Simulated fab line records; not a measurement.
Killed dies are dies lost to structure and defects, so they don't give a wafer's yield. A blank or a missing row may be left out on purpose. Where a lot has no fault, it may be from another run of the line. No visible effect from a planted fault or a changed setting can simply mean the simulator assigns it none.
Split-lot trial | flow n5 finfet | 7 lots, 21 wafers read, on a route of 1938 steps

== ABOUT THE SPLIT ==
At N5_BEOL_M2_DESCUM_16 (chemistry O2, time 7 s), the setting time s was moved away from the recipe's 7 s on 6 of the 21 wafers read, by -20.6% to +12.7%. This setting was run at the recipe's value on the other wafers.

The reading comes from the split's own step.

== THE READING ==
CAR-EUV_of_BEOL_M2_COAT_05.thk nm (the simulator's own value, which no gauge read), in nm, at N5_BEOL_M2_DESCUM_16 (chemistry O2, time 7 s). No usual value for it is given in the file. Across the 15 wafers here that went through the recipe, the average is 26.1 nm and the standard deviation 0.094 nm.

wafer  | tool, chamber at the split | time s as run, s | against the recipe | CAR-EUV_of_BEOL_M2_COAT_05.thk nm, nm | against lot-mates on the recipe
L079.2 | rie diel-05, 2,3,2         | 7                | recipe             | 26.2                                  | -
L079.4 | rie diel-05, 2,3,2         | 7                | recipe             | 26.2                                  | -
L079.5 | rie diel-05, 2,3,2         | 7                | recipe             | 26.2                                  | -
L081.3 | rie diel-02, 3             | 7                | recipe             | 26                                    | -
L081.4 | rie diel-02, 2,1           | 7                | recipe             | 26.2                                  | -
L081.5 | rie diel-02, 2,1           | 7                | recipe             | 26.2                                  | -
L082.1 | rie diel-06, 2,1           | 5.559            | -20.6%             | 26.8                                  | +0.8
L082.5 | rie diel-06, 2,1           | 5.559            | -20.6%             | 26.8                                  | +0.8
L082.4 | rie diel-06, 2             | 7                | recipe             | 26                                    | -
L083.1 | rie diel-02, 0,2           | 7                | recipe             | 26.2                                  | -
L083.3 | rie diel-02, 0,2           | 7                | recipe             | 26.2                                  | -
L083.5 | rie diel-02, 2             | 7.663            | +9.5%              | 25.8                                  | -0.4
L088.2 | rie diel-05, 2             | 7                | recipe             | 26.2                                  | -
L088.3 | rie diel-05, 0,2           | 6.184            | -11.7%             | 26.6                                  | +0.4
L088.6 | rie diel-05, 0,2           | 6.184            | -11.7%             | 26.6                                  | +0.4
L089.4 | rie diel-05, 3,0           | 7                | recipe             | 26                                    | -
L089.6 | rie diel-05, 3,0           | 7                | recipe             | 26                                    | -
L089.5 | rie diel-05, 2             | 7.889            | +12.7%             | 25.6                                  | -0.4
L091.3 | rie diel-02, 3             | 7                | recipe             | 26                                    | -
L091.4 | rie diel-02, 2             | 7                | recipe             | 26.2                                  | -
L091.6 | rie diel-02, 2             | 7                | recipe             | 26.2                                  | -
The file does not say which wafer passed through which chamber wherever a row lists several chambers: such a row stands for several wafers.

FIT RESULTS
A straight line over all 21 wafers: CAR-EUV_of_BEOL_M2_COAT_05.thk nm changes by -0.0354 nm for each +1% of time s; r = -0.96; the points scatter about the line by 0.09 nm.
The same after taking each lot's own level away (the mean of its wafers on the recipe; 21 wafers): -0.0373 nm for each +1%; r = -0.98; scatter 0.059 nm.
Per that fit: largest time s move, reading shift of 0.77 nm.
From 26.00 to 26.20 nm: that is the span of the lots' own levels, equal to 2.1 times the standard deviation above.
So the lot-to-lot level changes the slope little: the two slopes agree.
Check: with one of the wafers moved furthest among these (-20.6%) left out of the fit, the line predicts +0.754 nm for it against its lot-mates. Against them it came out at +0.8 nm.

== OTHER SPLITS APPLIED TO THESE WAFERS ==
Other splits were also applied to these wafers ahead of the reading. Each is held against what the fit with the lots' levels taken away leaves over:
other split on the same wafers            | wafers away from the commonest value | r with CAR-EUV_of_BEOL_M2_COAT_05.thk nm (lot level and that fit taken away)
N5_BEOL_M0_SAQP_SPACER1_ALD_98 ald cycles | 6                                    | -0.22
N5_BEOL_M1_ETCH_64 source w               | 9                                    | -0.12
N5_BEOL_M1_COAT_68 spin rpm               | 7                                    | -0.23
N5_BEOL_M1_EXPOSE_25 dose mj              | 6                                    | -0.08
N5_BEOL_M1_ALD_98 temp c                  | 4                                    | +0.07

== FILE'S OWN FIT ==
CAR-EUV_of_BEOL_M2_COAT_05.thk nm changes by -0.037 nm for each +1% of time s, r = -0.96.
